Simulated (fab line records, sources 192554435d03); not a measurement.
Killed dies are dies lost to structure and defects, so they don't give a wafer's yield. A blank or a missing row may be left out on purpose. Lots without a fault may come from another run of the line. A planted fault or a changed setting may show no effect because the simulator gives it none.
Problem report in the 8D (eight disciplines) form, filled by code | flow n5_finfet | the parts of the form that need people (team, actions taken, sign-off) are left out

1. THE PROBLEM
run_length_s at N5_BEOL_M3_CVD_47 reads a mean of 181.2 s on 4 wafers of 2 lots; wafers without a fault read 246.2 s with a standard deviation of 0.41. That is -99 or more standard deviations from the usual mean.
The step: deposits Co from CCTBA/H2, target thk 3 nm, time 223.8 s.
First seen on wafer L371.1, day 13 09:22, on cvd_co-02. The record holds 30 wafers of 10 lots with a number at this step. Rule for "out", or "out of limits": more than 4 standard deviations from the usual mean. The other wafers with a number count as sound.

2. WHAT IT IS AND WHAT IT IS NOT
question                    | is                             | is not
which readings at this step | run_length_s                   | -
which lots                  | L371, L373                     | L354, L355, L356, L358, L361, L362, L363, L366
which wafers of those lots  | L371.1, L371.3, L371.4, L373.3 | L373.5, L373.6
read on which tools         | cvd_co-02                      | cvd_co-01
when                        | from day 13 09:22              | up to then (24 sound wafers); but 2 sound wafers of L373 came after

3. SUSPECTS, AND WHAT RULES EACH OUT
Counting: a tool at a process step up to the reading stays a suspect if it ran every lot that is out. Sound lots after the first of them don't rule it out here, since some wafers of a struck lot are sound.
- cvd_co-02 at N5_BEOL_M3_CVD_47 (deposits Co from CCTBA/H2, target thk 3 nm, time 223.8 s): kept. It ran every lot that is out, first L371 (day 13 09:22); its last sound lot up to then is L366 (day 11 15:25). Its own readings are out on those wafers: run_length_s.
Left after counting: cvd_co-02 at N5_BEOL_M3_CVD_47.

4. THE CAUSE (what the simulator had put in)
Process parameter drift: cvd_co-02, from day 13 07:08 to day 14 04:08, at N5_BEOL_M3_CVD_47. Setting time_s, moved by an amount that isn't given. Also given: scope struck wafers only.
Counting left only this tool.

5. THE CHAIN OF EFFECTS, in route order
Each row: a reading whose mean over the struck wafers that have a number lies more than 3 standard deviations from the usual. Only readings for which the record gives a usual standard deviation are gone through. hours: the time from each lot's start at the first step in this table that gives one to its start at this step, as a median over the lots. sigmas: the change in usual standard deviations.
hours | step              | reading      | usual   | on struck wafers | change | sigmas
0     | N5_BEOL_M3_CVD_47 | run_length_s | 246.2 s | 181.2            | -65.0  | -99 or more
The process steps in it:
- N5_BEOL_M3_CVD_47: deposits Co from CCTBA/H2, target thk 3 nm, time 223.8 s.
Later measuring or inspecting steps at which every struck wafer that the step has a row for has a number for every such reading, and none has moved that far: N5_BEOL_M4_RC_MEAS_101.

6. WHAT WOULD HAVE CAUGHT IT SOONER
In this record the first reading out of limits was taken at day 13 09:22, 2 hours after the fault began at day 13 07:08.
